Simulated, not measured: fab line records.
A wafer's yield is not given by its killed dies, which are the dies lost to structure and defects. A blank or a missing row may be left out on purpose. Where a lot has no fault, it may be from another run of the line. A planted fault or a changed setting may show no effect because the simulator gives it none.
Which tool was responsible? -- flow nand harc -- 11 lots, 33 wafers sampled, at 5 steps of a route of 1302

WHAT THE GAUGES READ, wafer by wafer
NHARC_A_BONDPAD_CD_MEAS_13.
lot,measured,on,cd nm (nm)
L262,day 23 08:33,cd sem-02,502.5 503.9 502.0
L261,day 23 10:17,cd sem-02,500.1 497.9 503.0
L260,day 23 14:28,cd sem-03,498.5 500.0 499.7
L264,day 25 20:22,cd sem-02,503.3 498.4 500.6
L266,day 26 03:01,cd sem-02,501.8 500.9 502.2
L270,day 27 21:10,cd sem-03,497.7 501.3 504.4
L273,day 29 04:47,cd sem-01,505.9 506.1 507.0
L275,day 29 07:21,cd sem-02,504.8 500.3 505.3
L272,day 29 10:09,cd sem-01,500.1 505.5 504.2
L276,day 29 13:58,cd sem-03,498.9 503.0 504.1
L283,day 32 20:31,cd sem-01,499.1 502.8 500.5

NHARC_END_SORT_01.
lot,measured,on,defect limited yield (%),killed at array,killed at other,killed at periphery,killed dies,killed open,killed short,sort_bin_2_pct (%),sort_bin_3_pct (%),sort_bin_4_pct (%),sort n pass,sort rim yield pct (%),sort yield pct (%)
L262,day 25 01:41,prober-01,91 94 93,61 41 43,0 0 1,0 2 4,61 43 48,3 2 3,1 3 3,3.0 2.5 1.5,0.7 0.7 0.6,5.3 3.1 5.0,616 634 629,99 95 94,91 94 93
L261,day 24 16:21,prober-02,91 92 92,56 53 52,0 0 0,2 4 4,58 57 56,2 6 5,3 2 0,1.9 3.2 2.8,0.3 0.4 0.3,6.4 4.7 5.2,619 620 621,92 96 95,91 92 92
L260,day 25 01:17,prober-02,97 95 95,14 21 25,2 1 1,3 10 8,19 32 34,3 1 2,0 2 2,0.9 1.3 1.6,0.1 0.1 0.6,1.8 3.2 2.8,658 645 643,97 98 95,97 95 95
L264,day 26 22:45,prober-02,87 87 87,85 85 87,2 4 2,2 1 0,89 90 89,1 1 3,1 4 4,4.7 4.4 5.2,1.3 1.2 0.9,7.1 7.7 7.1,588 587 588,88 92 91,87 87 87
L266,day 27 16:41,prober-02,90 88 85,67 78 96,1 0 1,2 3 7,70 81 104,2 3 6,3 5 1,4.7 4.4 5.9,1.2 1.2 1.3,4.4 6.4 8.1,607 596 573,89 97 91,90 88 85
L270,day 29 02:26,prober-01,92 94 93,46 37 42,0 0 0,5 4 5,51 41 47,3 1 5,1 2 2,2.5 2.4 2.4,0.3 0.6 0.3,4.7 3.1 4.3,626 636 630,95 95 98,92 94 93
L273,day 30 09:29,prober-01,90 90 91,58 53 56,2 0 1,5 13 6,65 66 63,1 5 6,1 1 5,2.8 3.5 4.1,0.6 0.6 0.3,6.2 5.6 4.9,612 611 614,88 93 92,90 90 91
L275,day 30 18:04,prober-01,92 95 91,46 24 54,0 0 1,10 8 3,56 32 58,4 3 2,0 2 2,3.5 1.2 3.5,1.2 0.6 0.7,3.5 3.0 4.3,621 645 619,90 92 88,92 95 91
L272,day 30 20:46,prober-02,90 89 90,65 71 60,0 0 0,4 5 6,69 76 66,4 2 5,6 3 3,1.9 3.7 3.1,0.7 1.3 0.7,7.5 6.2 5.9,608 601 611,94 94 96,90 89 90
L276,day 31 01:50,prober-01,90 90 92,62 64 53,2 2 2,2 1 2,66 67 57,5 4 6,4 3 0,3.2 2.7 3.4,0.9 0.7 0.6,5.6 6.5 4.4,611 610 620,86 91 90,90 90 92
L283,day 34 04:04,prober-02,94 92 94,35 51 41,2 1 0,1 5 1,38 57 42,5 6 2,5 4 4,2.8 2.4 1.8,0.4 0.6 0.3,2.4 5.5 4.1,639 620 635,92 97 89,94 92 94

TOOL THAT RAN EACH LOT (tool first, then ch and the chambers of the sampled wafers, then the start)
lot,NHARC_A_BONDPAD_ETCH_12,NHARC_A_BONDPAD_STRIP_15,NHARC_A_BONDPAD_PVD_17
L262,"rie diel-06 ch 0,2,3, day 23 08:25","rie diel-11 ch 1,2, day 23 08:38","pvd sputter-03, day 25 01:41 or earlier"
L261,"rie diel-06 ch 0,1, day 23 10:08","rie diel-06 ch 0,2,3, day 23 10:23","pvd sputter-02, day 24 16:21 or earlier"
L260,"rie diel-01 ch 0,3, day 23 14:20","rie diel-06 ch 0,1, day 23 14:34","pvd sputter-01, day 25 01:17 or earlier"
L264,"rie diel-11 ch 1,3, day 25 20:14","rie diel-06 ch 1,2,3, day 25 20:26","pvd sputter-02, day 26 22:45 or earlier"
L266,"rie diel-06 ch 0,1,2, day 26 02:53","rie diel-06 ch 1,2,3, day 26 03:06","pvd sputter-02, day 27 16:41 or earlier"
L270,"rie diel-11 ch 0,1,3, day 27 21:03","rie diel-11 ch 1,2, day 27 21:14","pvd sputter-03, day 29 02:26 or earlier"
L273,"rie diel-11 ch 0,3, day 29 04:40","rie diel-11 ch 0,1, day 29 04:52","pvd sputter-01, day 30 09:29 or earlier"
L275,"rie diel-11 ch 0,1,3, day 29 07:13","rie diel-06 ch 0,2,3, day 29 07:26","pvd sputter-03, day 30 18:04 or earlier"
L272,"rie diel-11 ch 0,3, day 29 10:01","rie diel-01 ch 1,2,3, day 29 10:16","pvd sputter-01, day 30 20:46 or earlier"
L276,"rie diel-11 ch 0,1,3, day 29 13:49","rie diel-11 ch 0,1,3, day 29 14:03","pvd sputter-01, day 31 01:50 or earlier"
L283,"rie diel-06 ch 0,3, day 32 20:23","rie diel-06 ch 1,2, day 32 20:35","pvd sputter-02, day 34 04:04 or earlier"
- NHARC_A_BONDPAD_ETCH_12: etches the open film in CHF3/O2, target depth 220 nm, time 110 s.
- NHARC_A_BONDPAD_STRIP_15: strips in O2.
- NHARC_A_BONDPAD_PVD_17: deposits TaN, target thk 5 nm, time 8.06 s.

WHAT THE TOOLS THEMSELVES READ (means of the sampled wafers that have a number; where no wafer has one, the mark that the record gives instead)
NHARC_A_BONDPAD_ETCH_12.
lot,tool,drypump motor current A (A),o2 flow sccm (sccm),oes product au (a.u.),rf fwd power W (W),rf vpp V (V),showerhead plenum p Torr (Torr),throttle valve pct (%)
L262,rie diel-06,5.9,9.99,0.922,498.0,369.6,2.32,20.572
L261,rie diel-06,5.3,9.97,0.909,497.5,369.3,2.32,20.569
L260,rie diel-01,6.1,10.02,0.932,495.0,369.7,2.36,20.576
L264,rie diel-11,5.6,10.00,0.910,496.9,370.6,2.43,20.569
L266,rie diel-06,5.6,9.98,0.923,495.5,369.2,2.31,20.568
L270,rie diel-11,5.8,10.00,0.918,496.0,370.5,2.39,20.569
L273,rie diel-11,6.1,10.02,0.977,496.9,372.0,2.44,20.578
L275,rie diel-11,5.7,10.01,1.047,564.9,370.4,2.39,20.573
L272,rie diel-11,6.1,10.00,1.070,630.4,371.4,2.44,20.565
L276,rie diel-11,5.7,9.99,1.040,563.8,370.5,2.39,20.572
L283,rie diel-06,6.0,10.00,0.926,495.9,369.6,2.33,20.571

NHARC_A_BONDPAD_STRIP_15.
lot,tool,drypump motor current A (A),o2 flow sccm (sccm),oes product au (a.u.),rf vpp V (V),showerhead plenum p Torr (Torr),throttle valve pct (%)
L262,rie diel-11,5.4,499.9,1.002,57.2,3.35,17.042
L261,rie diel-06,5.9,500.8,0.982,57.8,3.41,17.030
L260,rie diel-06,5.3,499.1,0.985,57.4,3.42,17.027
L264,rie diel-06,5.6,500.2,0.982,57.5,3.44,17.041
L266,rie diel-06,5.5,501.0,0.979,57.4,3.44,17.035
L270,rie diel-11,5.4,500.5,0.984,57.1,3.35,17.034
L273,rie diel-11,5.9,500.9,0.998,57.1,3.46,17.044
L275,rie diel-06,6.0,499.6,0.998,57.2,3.40,17.033
L272,rie diel-01,6.0,501.5,1.013,57.6,3.43,17.034
L276,rie diel-11,5.8,499.8,1.007,57.8,3.51,17.039
L283,rie diel-06,5.6,500.4,0.995,57.3,3.39,17.040

NHARC_A_BONDPAD_PVD_17.
lot,tool,throttle valve pct (%)
L262,pvd sputter-03,29.8
L261,pvd sputter-02,29.9
L260,pvd sputter-01,30.8
L264,pvd sputter-02,29.5
L266,pvd sputter-02,29.6
L270,pvd sputter-03,30.2
L273,pvd sputter-01,30.1
L275,pvd sputter-03,30.1
L272,pvd sputter-01,29.5
L276,pvd sputter-01,30.3
L283,pvd sputter-02,29.6

THE ANSWER, worked out from the rows above alone
Rule: the lots themselves supply what counts as usual. Put in order of their means at a reading, lots are off if they are a third of the lots or fewer, leave a main group of 4 or more, and stand apart from it by a gap of 3 or more times the standard deviation of the main group's means; of several such gaps the widest counts. The tables above print the reading to a certain number of digits; a main group whose means all agree to those digits is not used. A lot without any number at a reading at which 4 lots or more have one is off too. Any other lot the step has rows for is counted as sound. After the gauges, taken in route order, come the tools' own readings; for these a lot's mean is taken, as printed above. The first step at which some lot is off is used, and at that step the reading that is off furthest; a lot without a number counts as furthest.
Off: L275, L272, L276 (NHARC_A_BONDPAD_ETCH_12, rf fwd power W). For the main group the mean is 496.5 W and the standard deviation 0.96.
A tool fits if, at that step or a process step before it, it ran every lot that is off, and no sound lot after the first of them. One fits: rie diel-11 at NHARC_A_BONDPAD_ETCH_12. A fault onset in the window from L273 (day 29 04:40, its last sound lot) to L275 (day 29 07:13, its first lot off) fits.
The tool's own readings at NHARC_A_BONDPAD_ETCH_12 bear it out: on the lots that are off they differ by more than 5 times the standard deviation of the sound lots' means. oes product au reads 1.052 a.u. there against 0.927 a.u. on the sound lots; rf fwd power W reads 586.4 W there against 496.5 W on the sound lots.

WHAT THE SIMULATOR HAD INSERTED
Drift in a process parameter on rie diel-11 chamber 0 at NHARC_A_BONDPAD_ETCH_12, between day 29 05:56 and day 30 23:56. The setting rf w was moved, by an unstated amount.
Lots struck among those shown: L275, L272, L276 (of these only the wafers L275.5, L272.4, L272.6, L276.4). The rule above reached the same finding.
